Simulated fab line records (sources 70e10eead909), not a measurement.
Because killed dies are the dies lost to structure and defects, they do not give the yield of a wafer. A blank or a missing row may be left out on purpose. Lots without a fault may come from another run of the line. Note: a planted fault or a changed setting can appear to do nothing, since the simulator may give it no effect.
Comparing a struck lot with a sound one / flow nand-harc / 25 out of 1159 route steps
Sound: wafers L680.2, L680.4, L680.6. Wafers struck: L687.3, L687.4, L687.5. At the end, the cause is stated.
At each step with rows: each side's tool, then ch and its chambers, then its first start. Under that, the readings that differ: sound wafers / struck wafers / difference of the means / sigmas: that difference in standard deviations of wafers without a fault.
alike: words and numbers the same on both sides, and readings whose means are apart by under 2 such deviations; not compared: readings that were withheld, readings missing a value for some wafer, numbers with overlapping values and no deviation given by the record, and bounds like >300 which may hide the same value.
A row with sigmas, a row that says differs or no value, or rows on one side alone: a step with any of these is where the two part. Numbers that have no deviation but don't overlap get no sigmas and don't part them. Lack of a reading on every wafer of one side parts them only where that side has two or more wafers.

NHARC_A_WL_FILL_ALD_02: deposits TiN, target thk 2 nm, pulse time 3 s, ald cycles 100.
  sound on ald-metal-01 ch 0,3, day 15 21:38; struck on ald-metal-01 ch 2,3, day 17 03:01
  alike: heater-power-w, precursor-pulse-height-rel, susceptor-temp-C
then, 2 steps without rows for these wafers: NHARC_A_WL_FILL_CVD_03 (deposits W, target thk 40 nm, time 3302 s); NHARC_A_WL_FILL_ETCHBACK_04 (etches the open film in NF3, target depth 60 nm, time 120 s).
NHARC_A_WL_FILL_ETCHBACK_05: etches the open film in Cl2/BCl3, target depth 22 nm, time 60 s.
  sound on rie-metal-03 ch 1, day 16 02:06; struck on rie-metal-03 ch 0,1, day 17 10:39
  alike: drypump-motor-current-A, oes-product-au
  not compared: rf-hours-counter-h
then, 6 steps without rows for these wafers: NHARC_A_WL_FILL_STRIP_27 (strips in N2/H2, time 20 s); NHARC_A_WL_FILL_STRIP_28 (strips in post etch residue remover, time 1200 s); NHARC_A_WL_FILL_PRECLEAN_06 (cleans in DIW, time 300 s); NHARC_A_WL_FILL_SRD_07; NHARC_A_WL_FILL_ANNEAL_08 (time 1800 s); NHARC_A_WL_FILL_ALD_10 (deposits SiO2, target thk 50 nm, pulse time 10 s, ald cycles 500).
NHARC_A_WL_FILL_ETCHBACK_16: etches the open film in C4F8/O2/Ar, target depth 88 nm, time 17.6 s.
  sound on rie-diel-04 ch 0,1,3, day 16 12:36; struck on rie-diel-06 ch 1,2,3, day 17 20:14
  alike: oes-product-au, rf-vpp-V
  not compared: rf-hours-counter-h
then, 8 steps without rows for these wafers: NHARC_A_WL_FILL_STRIP_29 (strips in O2, time 20 s); NHARC_A_WL_FILL_ETCHBACK_17 (etches the open film in Cl2/BCl3, target depth 4 nm, time 26.7 s); NHARC_A_WL_FILL_PRECLEAN_18 (cleans in dHF, time 30 s); NHARC_A_WL_FILL_SRD_21; NHARC_A_WL_FILL_CVD_23 (deposits poly-Si, target thk 40 nm, time 800 s); NHARC_A_WL_FILL_ETCHBACK_26 (etches the open film in HBr, target depth 52 nm, time 13.3 s); NHARC_A_WL_FILL_PRECLEAN_30 (cleans in dHF, time 10 s); NHARC_A_WL_FILL_SRD_14.
NHARC_A_WL_FILL_ALD_19: deposits TiN, target thk 2 nm, pulse time 3 s, ald cycles 100.
  sound on ald-metal-01 ch 0,3, day 16 18:28; struck on ald-metal-02 ch 0,1,3, day 18 01:43
  alike: heater-power-w, precursor-pulse-height-rel, susceptor-temp-C
then, 1 step without rows for these wafers: NHARC_A_WL_FILL_CVD_20 (deposits W, target thk 75 nm, time 5064 s).
NHARC_A_WL_FILL_CMP_12: polishes, t overpolish 30 s, target thk 75 nm.
  sound on cmp-04 ch 0,1,2, day 17 02:08; struck on cmp-04 ch 1,2,3, day 18 12:10
  alike: motor-current-A, overpolish-run-s, time-to-endpoint-s
then, 1 step without rows for these wafers: NHARC_A_WL_FILL_SRD_31.
NHARC_A_CONTACT_DEP_24: deposits SiO2, target thk 500 nm.
  sound on pecvd-02 ch 0,2, day 17 03:00; struck on pecvd-04 ch 0,1, day 18 15:04
reading=hold; sound=- - -; struck=await-dispo/1.8h/release await-dispo/1.8h/release await-dispo/1.8h/release; difference=no value on the sound wafers; sigmas=
  alike: chamber-pressure-Torr, heater-power-w, susceptor-temp-C, throttle-valve-pct
-- record jumps: 4 days between struck wafers' starts before vs after; left off in module A_CONTACT, resumes in module END, first step shown is number 1159 of the route --
NHARC_END_SORT_01:
  at this point the record logs the struck wafers (prober-01 ch 0, day 22 08:30) and has no rows for the sound ones

== WHERE THEY PART ==
Last at NHARC_END_SORT_01 as far as this record goes, first at NHARC_A_CONTACT_DEP_24.

WHY: whatever the simulator had introduced
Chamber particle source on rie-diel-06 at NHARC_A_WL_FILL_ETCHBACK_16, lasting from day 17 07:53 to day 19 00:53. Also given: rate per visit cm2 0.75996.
